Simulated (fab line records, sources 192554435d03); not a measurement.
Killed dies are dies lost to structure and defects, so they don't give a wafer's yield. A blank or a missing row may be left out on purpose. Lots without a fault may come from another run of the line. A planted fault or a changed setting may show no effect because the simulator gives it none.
Chamber matching | flow n5_finfet | N5_BEOL_M2_STRIP_36 on rie_diel-06: 4 sister chambers
The step strips in N2/H2. 4 wafers are shown with their chamber, then 11 later ones without.

WAFERS WITH THEIR CHAMBER
wafer  | chamber | showerhead_plenum_p_Torr (Torr)
L086.5 | 3       | 2.47
L088.1 | 2       | 2.51
L088.4 | 0       | 2.67
L090.1 | 1       | 2.70

WAFERS WITHOUT THEIR CHAMBER
wafer  | showerhead_plenum_p_Torr (Torr)
L090.3 | 2.51
L090.6 | 2.47
L094.2 | 2.51
L094.5 | 2.70
L094.6 | 2.51
L095.2 | 2.70
L095.4 | 2.47
L095.6 | 2.66
L097.1 | 2.46
L097.2 | 2.51
L097.5 | 2.69

WHICH CHAMBER EACH WENT THROUGH
wafer  | from the rows above     | in truth
L090.3 | 2                       | 2
L090.6 | 3                       | 3
L094.2 | 2                       | 2
L094.5 | 1                       | 1
L094.6 | 2                       | 2
L095.2 | 1                       | 1
L095.4 | 3                       | 3
L095.6 | 0                       | 0
L097.1 | 3                       | 3
L097.2 | 2                       | 2
L097.5 | can't be placed: 1 or 0 | 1
Placed correctly: 10 of 11. Can't be placed from these rows: 1 (the true chamber is among the candidates in 1). Placed wrongly: 0.
How it was worked out, from the rows above alone: a wafer's distance from a chamber is the root of the sum, over the readings, of the square of ((its reading less the chamber's mean) divided by the reading's scatter). The wafer belongs to the nearest chamber; if the next one is less than 2 further off, it can't be placed. A chamber's mean is the mean of its shown wafers. The scatter: with one shown wafer a chamber, the root of the mean of the squares of how far each hidden wafer lies from its nearest shown one.
